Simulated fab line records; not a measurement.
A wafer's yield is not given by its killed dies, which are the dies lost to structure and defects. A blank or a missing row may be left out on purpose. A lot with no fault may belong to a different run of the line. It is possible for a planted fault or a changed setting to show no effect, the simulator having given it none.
Struck lot and sound lot, side by side -- flow n5 finfet -- 37 out of 1938 route steps
Sound: wafers L379.2, L379.4, L379.5. Struck: wafer L396.1 (left out: L396.2, L396.5 of the same lot, which were not struck); the cause appears at the end.
Per side, at each step with rows, come the tool, then ch with its chambers, and then its first start. Under that, the readings that differ: sound wafers -- struck wafers -- difference of the means -- sigmas: that difference in standard deviations of wafers without a fault.
alike: readings whose means differ by less than 2 such deviations, and words and numbers that are the same on both sides. not compared: withheld readings, readings that some wafer has no value for, bounds like >300 that may hide the same value, and numbers for which the record gives no deviation and whose values overlap.
Wherever a step has rows on one side only, a row that says differs or no value, or a row with sigmas, the two part there. Numbers that have no deviation but don't overlap get no sigmas and don't part them. A reading missing from all wafers of one side parts the sides only when that side holds two or more wafers.

first, 10 steps without rows for these wafers: N5_DUMMY_GATE_ETCH_44 (etches poly-Si in HBr/O2, stops on SiO2, target depth 127.5 nm); N5_DUMMY_GATE_ETCH_42 (etches SiO2 in CHF3/O2, target depth 3.5 nm, time 31 s); N5_DUMMY_GATE_STRIP_48 (strips in N2/H2, time 20 s); N5_DUMMY_GATE_PRECLEAN_33 (cleans in dHF, time 10 s); N5_DUMMY_GATE_PRECLEAN_25 (cleans in O3/DIW, time 45 s); N5_DUMMY_GATE_PRECLEAN_51 (cleans in SC2, time 45 s); N5_DUMMY_GATE_SRD_26 (time 30 s); N5_DUMMY_GATE_UV_OZONE_45 (time 120 s); N5_SPACER0_ALD_07 (deposits SiNx, target thk 2 nm); N5_SPACER0_ALD_00 (deposits SiOCN, target thk 3.5 nm, pulse time 3 s, purge time 2 s).
N5_SPACER0_ALD_08: deposits SiNx, target thk 2 nm.
  sound on ald sin-03 ch 0,1, day 2 23:52; struck on ald sin-04 ch 2, day 7 07:08
  alike: chamber pressure Torr, heater power w
then, 24 steps without rows for these wafers: N5_SD_EPI_N_COAT_32 (time 60 s, resist thk 350 nm); N5_SD_EPI_N_COAT_33 (time 60 s, resist thk 35 nm); N5_SD_EPI_N_COAT_03 (resist thk 150 nm); N5_SD_EPI_N_EBR_05; N5_SD_EPI_N_SOFTBAKE_04 (time 60 s); N5_SD_EPI_N_EXPOSE_06 (exposes mask SD N BLK, target cd 120 nm); N5_SD_EPI_N_PEB_07 (peb time 60 s); N5_SD_EPI_N_DEVELOP_08 (develop time 30 s); N5_SD_EPI_N_DESCUM_14 (chemistry O2, time 7.9 s); N5_SD_EPI_N_ETCH_34 (etches SiARC in CF4, target depth 45.5 nm, time 75.8 s); N5_SD_EPI_N_ETCH_35 (etches SOC in N2/H2, overetch 108 nm, time 486 s); N5_SD_EPI_N_STRIP_36 (strips in N2/H2); N5_SD_EPI_N_ETCHBACK_44 (etches SiNx in CH3F/O2, stops on SiO2, target depth 14.5 nm); N5_SD_EPI_N_ETCH_45 (etches SiOCN in CH3F/O2, target depth 6 nm); N5_SD_EPI_N_ETCH_16 (etches SiO2 in CHF3/O2, target depth 5 nm); N5_SD_EPI_N_STRIP_47 (strips in CHF3/O2); N5_SD_EPI_N_SD_RECESS_17 (chemistry HBr/Cl2/O2, target depth 41 nm, time 23.7 s, bt time 3 s); N5_SD_EPI_N_STRIP_38 (strips in N2/H2); N5_SD_EPI_N_WET_ETCH_43 (etches SiO2 in dHF, time 14 s, target depth 1.5 nm); N5_SD_EPI_N_STRIP_18 (strips in SPM, time 750 s); N5_SD_EPI_N_SRD_20 (time 30 s); N5_SD_EPI_N_PRECLEAN_48 (cleans in NF3:NH3, afs cycles 2, time 20 s, sublimation time 60 s); N5_SD_EPI_N_VAPOR_ETCH_50 (etches Si in HCl, time 54 s); N5_SD_EPI_N_EPI_21 (deposits Si:P, time 690 s).
-- here the record skips 5 days between the struck wafers' starts before and after, leaving off in module SD_EPI_N and picking up in module BEOL_M4 (first step shown: number 1111 of the route) --
N5_BEOL_M4_RC_MEAS_101:
  sound on prober-02 ch 0, day 8 08:02; struck on prober-01 ch 0, day 12 03:33
  alike: DIBL_N, DIBL_P, IOFF_N, IOFF_P, ION_N, ION_P, SS_N, SS_P, VT_N, VT_P
-- here the record skips 5 days between the struck wafers' starts before and after, leaving off in module BEOL_M4 and picking up in module PASSIVATION (first step shown: number 1936 of the route) --
N5_PASSIVATION_PROBE_49:
  sound on prober-02 at day 13 00:20; struck on prober-02 at day 17 03:38
reading,sound,struck,difference,sigmas
defect limited yield (%),92.3 92.8 93.1,85.6,-7.1,-5
killed at front end,32 31 33,97,+65,+6
killed dies,91 85 82,170,+84,+5
killed on rim,8 6 11,54,+46,+10
killed open,58 54 57,86,+30,+2
sort_bin_6_memory (%),2.8 1.7 2.1,4.2,+2.0,+3
sort n pass,1089 1095 1098,1010,-84,-5
sort yield pct (%),92.3 92.8 93.1,85.6,-7.1,-5
  alike: killed_at_M0_to_M3, killed_at_M4_up, killed at contacts, killed at other, killed short, sort_bin_5_function

== WHERE THEY PART ==
At N5_PASSIVATION_PROBE_49 and nowhere else, as far as this record goes.

WHY: whatever the simulator had introduced
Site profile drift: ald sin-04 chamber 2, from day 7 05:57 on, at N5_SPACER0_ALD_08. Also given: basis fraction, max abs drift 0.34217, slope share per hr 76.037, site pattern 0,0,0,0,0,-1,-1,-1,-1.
